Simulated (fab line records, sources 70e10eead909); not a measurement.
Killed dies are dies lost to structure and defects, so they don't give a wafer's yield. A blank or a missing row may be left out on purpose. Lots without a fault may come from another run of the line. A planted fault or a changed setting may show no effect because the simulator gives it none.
Chamber matching | flow nand_harc | NHARC_A_BONDPAD_DEP_00 on pecvd-02: 3 sister chambers
The step deposits SiCN, target thk 250 nm. 3 wafers are shown with their chamber, then 9 later ones without.

WAFERS WITH THEIR CHAMBER
wafer  | chamber | heater_power_w (W)
L086.6 | 1       | 542
L090.3 | 0       | 536
L090.4 | 2       | 682

WAFERS WITHOUT THEIR CHAMBER
wafer  | heater_power_w (W)
L092.1 | 579
L092.2 | 674
L092.5 | 606
L093.2 | 628
L093.4 | 562
L093.5 | 672
L095.3 | 591
L095.5 | 587
L095.6 | 680

WHICH CHAMBER EACH WENT THROUGH
wafer  | from the rows above          | in truth
L092.1 | can't be placed: 1 or 0 or 2 | 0
L092.2 | 2                            | 2
L092.5 | can't be placed: 1 or 0 or 2 | 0
L093.2 | can't be placed: 2 or 1 or 0 | 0
L093.4 | can't be placed: 1 or 0      | 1
L093.5 | 2                            | 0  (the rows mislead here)
L095.3 | can't be placed: 1 or 0 or 2 | 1
L095.5 | can't be placed: 1 or 0 or 2 | 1
L095.6 | 2                            | 2
Placed correctly: 2 of 9. Can't be placed from these rows: 6 (the true chamber is among the candidates in 6). Placed wrongly: 1.
How it was worked out, from the rows above alone: a wafer's distance from a chamber is the root of the sum, over the readings, of the square of ((its reading less the chamber's mean) divided by the reading's scatter). The wafer belongs to the nearest chamber; if the next one is less than 2 further off, it can't be placed. A chamber's mean is the mean of its shown wafers. The scatter: with one shown wafer a chamber, the root of the mean of the squares of how far each hidden wafer lies from its nearest shown one.
